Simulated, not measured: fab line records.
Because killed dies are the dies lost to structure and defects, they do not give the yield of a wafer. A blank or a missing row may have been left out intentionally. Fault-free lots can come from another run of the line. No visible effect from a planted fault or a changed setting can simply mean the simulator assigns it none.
fab line records ; flow n5Finfet
record: lots: 10; wafers: 30; lastDay: 17
route steps=1938 shown FIN_SAQP@137 FIN_CUT@174 BEOL_M4@1111 PASSIVATION@1936
lots that met no fault: taken from a fault-free run of the same line
startH: hours from the record's first day to the start of the lot's first wafer shown ; waitH: how many hours have passed since the lot's step before this one ; " identical to the entry in the row above ; L1.1+2: one row covering several wafers at once ; - either no value or no given start ; * or withheld: withheld ; < > ~ a bound
route shown NAME@n: NAME is a module with steps in the file, n the number in the route of the first one ; usual: mean and standard deviation over wafers with no fault ; same: alike in all rows ; chamber/n: place in a boat ; sites: per-site readings ; _std_site: how widely they spread, as a standard deviation ; _edge_site: outer sites' mean less inner sites' ; radiusMm: how far each site lies from the wafer's centre ; mask NAME#n: copy n ; behind: the tool/chamber that last shaped the wafer ; hold: why the lot was held/for how many hours/how that ended ; device: the n, p or np transistor that did not switch ; end of line: at the end of the route, the tests of the same wafers ; a step given without rows: its recipe and nothing more ; killed: the dies lost at the first sort to structure and to defects; this is not the yield of the wafer ; map: a wafer's dies, x killed, . not, _ none there
set.NAME: the setting as run; set.NAME@STEP: as run at that earlier step ; model.NAME: the simulator's own value behind a step, which no gauge read
a sample of lots followed through the steps of the route, with each step as a table and each wafer as a row
services: when a tool's chamber went out of use (startH, in hours from the record's first day, below 0 if earlier), for how many hours, and the reason
== steps ==
step: N5_FIN_SAQP_RECESS_71
recipe: chemistry: HF/NH3; target: SiO2; targetDepthA: 30; afsCycles: 1; tempC: 30; sublimationTempC: 180; sublimationTimeS: 60
usual: drypumpMotorCurrentA: 5.6/0.4
lot.wafer;tool;chamber;startH;waitH;drypumpMotorCurrentA
L613.2;vaporEtch-01;0;43.30;0.0;5.8
L613.3;vaporEtch-01;0;43.30;0.0;5.8
L613.5;vaporEtch-01;0;43.30;0.0;5.9
L614.1;vaporEtch-02;0;49.32;0.0;5.2
L614.2;vaporEtch-02;1;49.32;0.0;5.3
L614.5;vaporEtch-02;1;49.32;0.0;5.3
L615.2;vaporEtch-02;0;56.11;0.0;5.2
L615.4;vaporEtch-02;0;56.11;0.0;5.2
L615.6;vaporEtch-02;0;56.11;0.0;5.2
L619.2;vaporEtch-02;0;79.83;0.0;5.2
L619.3;vaporEtch-02;1;79.83;0.0;5.3
L619.4;vaporEtch-02;0;79.83;0.0;5.2
L620.1;vaporEtch-02;1;85.87;0.0;5.3
L620.2;vaporEtch-02;0;85.87;0.0;5.2
L620.3;vaporEtch-02;1;85.87;0.0;5.4
L622.1;vaporEtch-02;0;99.35;0.0;5.2
L622.2;vaporEtch-02;1;99.35;0.0;5.3
L622.4;vaporEtch-02;1;99.35;0.0;5.3
L626.1;vaporEtch-02;0;121.57;0.0;5.2
L626.3;vaporEtch-02;1;121.57;0.0;5.3
L626.4;vaporEtch-02;0;121.57;0.0;5.2
L627.1;vaporEtch-02;0;127.51;0.0;5.2
L627.2;vaporEtch-02;1;127.51;0.0;5.4
L627.6;vaporEtch-02;0;127.51;0.0;5.2
L628.1;vaporEtch-02;1;133.70;0.0;5.3
L628.2;vaporEtch-02;0;133.70;0.0;5.2
L628.4;vaporEtch-02;1;133.70;0.0;5.3
L633.1;vaporEtch-01;0;163.17;0.0;5.8
L633.2;vaporEtch-01;1;163.17;0.0;6.2
L633.5;vaporEtch-01;0;163.17;0.0;5.8
step: N5_FIN_SAQP_CD_MEAS_31
recipe: targetCdNm: 8; landingEnergyEv: 1000; detector: seInlens; polarity: line
usual: cdNm: 8.07/0.21
lot.wafer;tool;chamber;startH;waitH;cdNm
L613.2;cdSem-02;0;43.97;0.1;8.03
L613.3;cdSem-02;0;43.97;0.1;8.06
L613.5;cdSem-02;0;43.97;0.1;8.36
L614.1;cdSem-03;0;49.98;0.1;8.09
L614.2;cdSem-03;0;49.98;0.1;8.25
L614.5;cdSem-03;0;49.98;0.1;8.17
L615.2;cdSem-02;0;56.78;0.1;7.85
L615.4;cdSem-02;0;56.78;0.1;8.14
L615.6;cdSem-02;0;56.78;0.1;8.26
L619.2;cdSem-01;0;80.59;0.1;8.07
L619.3;cdSem-01;0;80.59;0.1;7.97
L619.4;cdSem-01;0;80.59;0.1;8.21
L620.1;cdSem-01;0;86.53;0.1;8.07
L620.2;cdSem-01;0;86.53;0.1;7.90
L620.3;cdSem-01;0;86.53;0.1;8.01
L622.1;cdSem-03;0;100.17;0.1;7.92
L622.2;cdSem-03;0;100.17;0.1;8.53
L622.4;cdSem-03;0;100.17;0.1;8.04
L626.1;cdSem-02;0;122.23;0.1;7.95
L626.3;cdSem-02;0;122.23;0.1;7.56
L626.4;cdSem-02;0;122.23;0.1;8.06
L627.1;cdSem-03;0;128.17;0.1;8.12
L627.2;cdSem-03;0;128.17;0.1;7.96
L627.6;cdSem-03;0;128.17;0.1;8.16
L628.1;cdSem-02;0;134.38;0.1;8.36
L628.2;cdSem-02;0;134.38;0.1;8.00
L628.4;cdSem-02;0;134.38;0.1;8.04
L633.1;cdSem-01;0;163.84;0.1;7.93
L633.2;cdSem-01;0;163.84;0.1;8.51
L633.5;cdSem-01;0;163.84;0.1;8.07
step: N5_FIN_SAQP_HM_CD_35
recipe: targetCdNm: 8; polarity: line
usual: cdNm: 8.09/0.21
lot.wafer;tool;chamber;startH;waitH;cdNm
L613.2;cdSem-03;-;44.23;0.1;7.95
L613.3;cdSem-03;-;44.23;0.1;8.04
L613.5;cdSem-03;-;44.23;0.1;8.21
L614.1;cdSem-02;-;50.25;0.1;8.38
L614.2;cdSem-02;-;50.25;0.1;8.05
L614.5;cdSem-02;-;50.25;0.1;8.28
L615.2;cdSem-03;-;57.05;0.1;7.76
L615.4;cdSem-03;-;57.05;0.1;7.98
L615.6;cdSem-03;-;57.05;0.1;8.22
L619.2;cdSem-01;-;80.96;0.1;7.66
L619.3;cdSem-01;-;80.96;0.1;8.19
L619.4;cdSem-01;-;80.96;0.1;8.25
L620.1;cdSem-03;-;86.80;0.1;8.37
L620.2;cdSem-03;-;86.80;0.1;7.80
L620.3;cdSem-03;-;86.80;0.1;8.08
L622.1;cdSem-01;-;100.44;0.1;8.09
L622.2;cdSem-01;-;100.44;0.1;7.80
L622.4;cdSem-01;-;100.44;0.1;7.91
L626.1;cdSem-01;-;122.50;0.1;8.18
L626.3;cdSem-01;-;122.50;0.1;8.03
L626.4;cdSem-01;-;122.50;0.1;8.28
L627.1;cdSem-03;-;128.44;0.1;8.17
L627.2;cdSem-03;-;128.44;0.1;7.79
L627.6;cdSem-03;-;128.44;0.1;8.33
L628.1;cdSem-02;-;134.97;0.1;8.12
L628.2;cdSem-02;-;134.97;0.1;7.94
L628.4;cdSem-02;-;134.97;0.1;8.10
L633.1;cdSem-03;-;164.11;0.1;8.21
L633.2;cdSem-03;-;164.11;0.1;8.45
L633.5;cdSem-03;-;164.11;0.1;8.32
step: N5_FIN_CUT_CUT_ETCH_27
recipe: chemistry: CHF3/O2; target: SiO2; targetDepthA: 40; maskMaterial: SOC; overetchA: 20; timeS: 4.9; pressureMtorr: 30; sourceW: 650; biasW: 170; Ar_flow_sccm: 200; CHF3_flow_sccm: 50; O2_flow_sccm: 5; ionEnergyEv: 200
usual: CHF3_flow_sccm: 50.00/0.14; O2_flow_sccm: 5.000/0.016; drypumpMotorCurrentA: 5.5/0.49; oesProductAu: 0.60/0.061; rfVppV: 520/9.2; showerheadPlenumPTorr: 2.44/0.079; throttleValvePct: 18.83/0.13
lot.wafer;tool;chamber;startH;waitH;CHF3_flow_sccm;O2_flow_sccm;drypumpMotorCurrentA;oesProductAu;rfHoursCounterH;rfVppV;showerheadPlenumPTorr;throttleValvePct
L613.2;rieDiel-01;3;45.45;0.0;49.89;5.004;5.7;0.58;150;509;2.51;18.75
L613.3;rieDiel-01;2;45.45;0.0;50.20;5.002;5.4;0.60;131;515;2.42;18.93
L613.5;rieDiel-01;2;45.45;0.0;49.88;4.988;5.4;0.60;-;515;2.42;18.94
L614.1;rieDiel-02;0;52.59;0.0;49.88;4.989;6.5;0.57;206;504;2.48;18.64
L614.2;rieDiel-02;2;52.59;0.0;50.20;5.001;5.1;0.59;169;533;2.42;18.72
L614.5;rieDiel-02;0;52.59;0.0;49.73;4.962;6.5;0.56;-;504;2.49;18.65
L615.2;rieDiel-02;0;58.90;0.0;50.03;4.998;6.5;0.56;209;505;2.48;18.66
L615.4;rieDiel-02;3;58.90;0.0;50.21;4.991;4.9;0.76;-;517;2.37;18.79
L615.6;rieDiel-02;1;58.90;0.0;50.17;4.975;5.6;0.62;-;518;2.53;18.96
L619.2;rieDiel-02;2;82.31;0.0;50.30;5.016;5.1;0.58;176;535;2.41;18.73
L619.3;rieDiel-02;0;82.31;0.0;50.09;5.007;6.5;0.55;218;504;2.48;18.67
L619.4;rieDiel-02;3;82.31;0.0;49.94;4.996;4.9;0.73;11;517;2.37;18.82
L620.1;rieDiel-01;2;88.23;0.0;50.00;4.990;5.4;0.59;147;514;2.42;18.96
L620.2;rieDiel-01;1;88.23;0.0;50.02;4.975;6.0;0.55;230;532;2.38;18.76
L620.3;rieDiel-01;3;88.23;0.0;50.22;5.014;5.7;0.57;168;509;2.50;18.77
L622.1;rieDiel-04;1;101.80;0.0;50.14;4.989;5.1;0.55;222;524;2.48;18.80
L622.2;rieDiel-04;0;101.80;0.0;50.00;5.003;5.4;0.55;254;524;2.37;19.00
L622.4;rieDiel-04;0;101.80;0.0;49.78;4.981;5.4;0.54;-;525;2.37;18.98
L626.1;rieDiel-02;1;123.72;0.0;-;-;-;-;-;-;-;-
L626.3;rieDiel-02;3;123.72;0.0;-;-;-;-;-;-;-;-
L626.4;rieDiel-02;0;123.72;0.0;-;-;-;-;-;-;-;-
L627.1;rieDiel-02;2;129.67;0.0;-;-;-;-;-;-;-;-
L627.2;rieDiel-02;3;129.67;0.0;-;-;-;-;-;-;-;-
L627.6;rieDiel-02;1;129.67;0.0;-;-;-;-;-;-;-;-
L628.1;rieDiel-01;1;136.32;0.0;49.91;4.993;6.0;0.54;244;531;2.38;18.79
L628.2;rieDiel-01;2;136.32;0.0;49.96;5.006;5.4;0.58;163;514;2.41;18.99
L628.4;rieDiel-01;0;136.32;0.0;50.04;4.986;5.3;0.67;62;526;2.54;18.76
L633.1;rieDiel-04;1;165.33;0.0;50.06;4.984;5.1;0.55;246;523;2.47;18.83
L633.2;rieDiel-04;0;165.33;0.0;49.85;4.969;5.4;0.75;11;525;2.37;18.57
L633.5;rieDiel-04;3;165.33;0.0;49.93;4.990;5.9;0.56;-;521;2.27;19.08
step: N5_BEOL_M4_RC_MEAS_101
usual: DIBL_N: 35.8/1.8; DIBL_P: 35.6/2; IOFF_N: 0.148/0.028; IOFF_P: 0.20/0.034; ION_N: 672/12; ION_P: 462/8.5; SS_N: 71.2/0.65; SS_P: 73.1/0.67; VT_N: 251/3.3; VT_P: -251/3.8
lot.wafer;tool;chamber;startH;waitH;DIBL_N[mV/V];DIBL_P[mV/V];IOFF_N[nA/um];IOFF_P[nA/um];ION_N[uA/um];ION_P[uA/um];SS_N[mV/dec];SS_P[mV/dec];VT_N[mV];VT_P[mV]
L613.2;prober-01;0;192.61;0.2;36.3;34.1;0.138;0.20;662;464;71.5;73.2;253;-248
L613.3;prober-01;0;192.61;0.2;36.9;34.5;0.141;0.21;675;469;70.9;73.8;253;-248
L613.5;prober-01;0;192.61;0.2;38.3;36.7;0.175;0.24;677;468;71.1;73.7;247;-248
L615.2;prober-01;0;196.57;0.2;37.6;36.9;0.169;0.20;693;465;71.9;73.8;245;-252
L615.4;prober-01;0;196.57;0.2;37.9;37.5;0.162;0.22;684;461;71.7;74.0;247;-249
L615.6;prober-01;0;196.57;0.2;36.8;35.5;0.147;0.18;675;462;71.4;72.9;251;-254
L614.1;prober-01;0;199.23;0.0;36.3;37.7;0.161;0.19;686;464;71.5;72.9;250;-256
L614.2;prober-01;0;199.23;0.0;35.4;38.2;0.152;0.20;674;463;71.5;72.6;252;-254
L614.5;prober-01;0;199.23;0.0;36.7;37.9;0.165;0.19;671;461;71.0;73.1;250;-256
L619.2;prober-02;0;218.26;0.2;34.6;34.3;0.121;0.19;663;457;70.1;73.5;253;-249
L619.3;prober-02;0;218.26;0.2;35.9;35.7;0.136;0.21;674;467;71.3;72.8;252;-247
L619.4;prober-02;0;218.26;0.2;35.2;34.7;0.137;0.19;677;468;70.8;72.4;250;-249
L620.1;prober-01;0;221.50;0.0;38.0;37.4;0.178;0.21;676;456;71.5;73.8;252;-254
L620.2;prober-01;0;221.50;0.0;34.9;34.3;0.117;0.17;656;454;71.0;73.0;255;-252
L620.3;prober-01;0;221.50;0.0;33.6;32.3;0.105;0.14;661;450;69.8;72.1;255;-256
L622.1;prober-01;0;242.14;0.0;35.6;36.3;0.158;0.21;679;466;71.1;73.5;248;-252
L622.2;prober-01;0;242.14;0.0;34.6;35.0;0.145;0.18;681;462;71.2;72.8;251;-250
L622.4;prober-01;0;242.14;0.0;34.9;35.4;0.152;0.20;679;460;71.2;73.0;250;-249
L628.1;prober-01;0;267.31;0.0;38.5;39.8;0.191;0.25;679;463;72.1;73.7;248;-248
L628.2;prober-01;0;267.31;0.0;35.8;34.5;0.137;0.17;663;454;71.6;73.0;252;-252
L628.4;prober-01;0;267.31;0.0;35.6;36.1;0.146;0.18;683;466;71.5;73.1;251;-255
L633.1;prober-02;0;310.71;0.0;34.5;34.1;0.145;0.19;673;471;70.7;72.4;249;-249
L633.2;prober-02;0;310.71;0.0;35.1;35.6;0.163;0.21;687;470;70.5;72.9;246;-247
L633.5;prober-02;0;310.71;0.0;35.3;35.2;0.164;0.21;692;469;70.9;72.9;247;-247
step: N5_PASSIVATION_PROBE_49
usual: defectLimitedYield: 91.3/1.5; killed_at_M0_to_M3: 34/11; killed_at_M4_up: 14/6.1; killedAtContacts: 12/5.9; killedAtFrontEnd: 39/11; killedAtOther: 4/3.3; killedDies: 102/18; killedOnRim: 13/3.8; killedOpen: 67/13; killedShort: 33/7.9; sort_bin_5_function: 5.1/1; sort_bin_6_memory: 3.3/0.7; sortNPass: 1077/19; sortYieldPct: 91.3/1.6
same: grossDies: 1180; killedAtBackSide: 0; sort_bin_4_leakage[%]: 0; sort_bin_8_speed[%]: 0
lot.wafer;tool;chamber;startH;waitH;defectLimitedYield[%];killed_at_M0_to_M3;killed_at_M4_up;killedAtContacts;killedAtFrontEnd;killedAtOther;killedDies;killedOnRim;killedOpen;killedShort;sort_bin_5_function[%];sort_bin_6_memory[%];sortNPass;sortYieldPct[%]
L627.1;prober-01;-;370.04;0.0;0;34;14;12;1115;5;1180;152;61;46;95.2;4.3;0;0
L627.2;prober-01;-;370.09;0.1;0;20;14;10;1128;8;1180;152;46;33;96.9;2.7;0;0
L627.6;prober-01;-;370.29;0.3;0;35;20;15;1107;3;1180;152;73;32;95.6;4.2;0;0
L626.1;prober-02;-;376.29;0.0;0;15;30;33;1093;9;1180;152;83;42;96.1;3.5;0;0
L626.3;prober-02;-;376.39;0.1;0;18;28;17;1110;7;1180;152;83;27;96.3;3.3;0;0
L626.4;prober-02;-;376.44;0.2;0;46;14;6;1113;1;1180;152;83;38;96.5;3.2;0;0
killed by level:class
L627.1 FIN_CUT:areaEtch=1072 FIN_SAQP:geometricParticle:short=16 BEOL_M0_SAQP:geometricParticle:open=11 BEOL_M0_SAQP:geometricParticle:short=9 DUMMY_GATE:geometricParticle:open=7 MOL_CONTACT_COAG:geometricParticle:open=7 FIN_SAQP:geometricParticle:open=6 MOL_CONTACT_COAG:geometricParticle:short=5
L627.2 FIN_CUT:areaEtch=1095 MOL_CONTACT_COAG:geometricParticle:open=8 FIN_SAQP:geometricParticle:short=7 STI_FIN_REVEAL:geometricParticle:open=7 BEOL_M5:geometricParticle:open=6 BEOL_M0_SAQP:geometricParticle:short=5 FIN_SAQP:geometricParticle:open=4 STARTING-WAFER:geometricParticle:short=4
L627.6 FIN_CUT:areaEtch=1075 MOL_CONTACT_COAG:geometricParticle:open=13 FIN_SAQP:geometricParticle:short=9 BEOL_M1:geometricParticle:open=8 BEOL_M0_SAQP:geometricParticle:open=7 FIN_SAQP:geometricParticle:open=6 BEOL_M2:geometricParticle:open=6 BEOL_M0_SAQP:geometricParticle:short=5
L626.1 FIN_CUT:areaEtch=1051 MOL_CONTACT_COAG:geometricParticle:open=23 MOL_CONTACT_COAG:geometricParticle:short=10 BEOL_M4:geometricParticle:open=10 FIN_SAQP:geometricParticle:short=9 STI_FIN_REVEAL:geometricParticle:open=9 DUMMY_GATE:geometricParticle:open=8 BEOL_M2:geometricParticle:open=7
L626.3 FIN_CUT:areaEtch=1068 MOL_CONTACT_COAG:geometricParticle:open=15 BEOL_M4:geometricParticle:open=14 FIN_SAQP:geometricParticle:open=13 STI_FIN_REVEAL:geometricParticle:open=6 BEOL_M3:geometricParticle:open=6 DUMMY_GATE:geometricParticle:open=5 BEOL_M4:geometricParticle:short=4
L626.4 FIN_CUT:areaEtch=1057 STI_FIN_REVEAL:geometricParticle:open=23 BEOL_M2:geometricParticle:open=11 STI_FIN_REVEAL:geometricParticle:short=9 BEOL_M3:geometricParticle:open=9 FIN_SAQP:geometricParticle:short=8 BEOL_M4:geometricParticle:open=8 FIN_SAQP:geometricParticle:open=6
== services ==
tool;chamber;startH;hours;kind
rieDiel-02;-;24.75;2.8;pm
rieDiel-02;3;32.22;3.4;repair
rieDiel-02;3;35.77;-;clean
rieDiel-02;3;35.77;-;consumableReplace:focusRing
rieDiel-02;3;35.77;19.6;scheduledDown
rieDiel-02;3;35.77;19.6;ventCycle
rieDiel-01;0;42.37;4.5;repair
rieDiel-04;-;44.68;15.6;pm
rieDiel-01;0;51.11;3.1;repair
rieDiel-02;2;57.22;10.9;repair
rieDiel-02;-;84.23;0.9;repair
rieDiel-04;2;86.26;-;clean
rieDiel-04;2;86.26;-;consumableReplace:focusRing
rieDiel-04;2;86.26;-;consumableReplace:showerhead
rieDiel-04;2;86.26;30.1;scheduledDown
rieDiel-02;2;87.37;1.3;repair
rieDiel-02;1;89.59;5.3;repair
rieDiel-01;1;91.99;3.6;repair
rieDiel-02;2;94.72;4.8;repair
vaporEtch-01;1;137.75;11.0;repair
rieDiel-01;1;151.64;-;clean
rieDiel-01;1;151.64;-;consumableReplace:focusRing
rieDiel-01;1;151.64;17.7;scheduledDown
rieDiel-01;1;151.64;17.7;ventCycle
== key ==
firstSign: step: N5_FIN_CUT_CUT_ETCH_27; reading: toolRecord; direction: missing
effect: step: N5_PASSIVATION_PROBE_49; reading: killedAtFrontEnd; direction: up; sigmas: 99+; usual: 39; struck: 1111
moreKillsBornAt: N5_FIN_CUT_CUT_ETCH_27@rieDiel-02: 6418
metAt N5_FIN_CUT_CUT_ETCH_27
struckLots L626,L627
laterRowsLeftOut L626.1,L626.3,L626.4,L627.1,L627.2,L627.6
notActingAt N5_FIN_SAQP_RECESS_71,N5_FIN_SAQP_CD_MEAS_31,N5_FIN_SAQP_HM_CD_35
onsetBetween 82.31 123.72
fault: kind: skippedStepWhole; tool: rieDiel-02; chamber: -; onsetH: 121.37; steps: N5_FIN_CUT_CUT_ETCH_27; scope: struckLotsOnly
laterRowsLeftOut: the simulator's readings of these wafers behind a module that went badly wrong aren't trusted and aren't shown, but for the sort
